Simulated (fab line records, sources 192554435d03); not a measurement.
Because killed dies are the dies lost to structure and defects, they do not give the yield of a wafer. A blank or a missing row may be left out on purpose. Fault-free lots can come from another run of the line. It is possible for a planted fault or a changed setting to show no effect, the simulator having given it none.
Matching of chambers | flow n5Finfet | N5_SD_EPI_N_ETCH_34 on rieDiel-01: 4 sister chambers
The step etches SiARC in CF4, target depth 45.5 nm, time 75.8 s. 8 wafers are shown with their chamber, then 10 later ones without.

== EACH WAFER AND ITS CHAMBER ==
wafer  | chamber | showerheadPlenumPTorr (Torr) | throttleValvePct (%)
L081.4 | 3       | 2.02                         | 15.76
L087.4 | 0       | 2.18                         | 15.77
L087.6 | 2       | 2.20                         | 15.98
L090.1 | 1       | 2.23                         | 15.36
L090.5 | 0       | 2.17                         | 15.78
L090.6 | 3       | 2.02                         | 15.79
L092.2 | 1       | 2.23                         | 15.39
L092.5 | 2       | 2.20                         | 15.51

== WAFERS WITH NO CHAMBER GIVEN ==
wafer  | showerheadPlenumPTorr (Torr) | throttleValvePct (%)
L092.6 | 2.23                         | 15.37
L094.4 | 2.22                         | 15.40
L094.5 | 2.17                         | 15.80
L094.6 | 2.20                         | 15.53
L096.1 | 2.17                         | 15.80
L096.2 | 2.22                         | 15.41
L096.3 | 2.27                         | 15.26
L097.1 | 2.17                         | 15.83
L097.4 | 2.20                         | 15.55
L097.5 | 2.20                         | 15.53

== WHICH CHAMBER EACH WENT THROUGH ==
wafer  | from the rows above | in truth
L092.6 | 1                   | 1
L094.4 | 1                   | 1
L094.5 | 0                   | 0
L094.6 | 2                   | 2
L096.1 | 0                   | 0
L096.2 | 1                   | 1
L096.3 | 1                   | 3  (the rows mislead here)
L097.1 | 0                   | 0
L097.4 | 2                   | 2
L097.5 | 2                   | 2
Placed correctly: 9 of 10. From these rows, 0 cannot be placed. Number placed wrongly: 1.
How it was worked out, from the rows above alone: a wafer's distance from a chamber is the root of the sum, over the readings, of the square of ((its reading less the chamber's mean) divided by the reading's scatter). The wafer belongs to the nearest chamber; if the next one is less than 2 further off, it can't be placed. A chamber's mean is the mean of its shown wafers. The scatter is the square root of a quotient: the sum, over the shown wafers, of each reading's squared deviation from its chamber's mean, divided by wafers minus chambers.
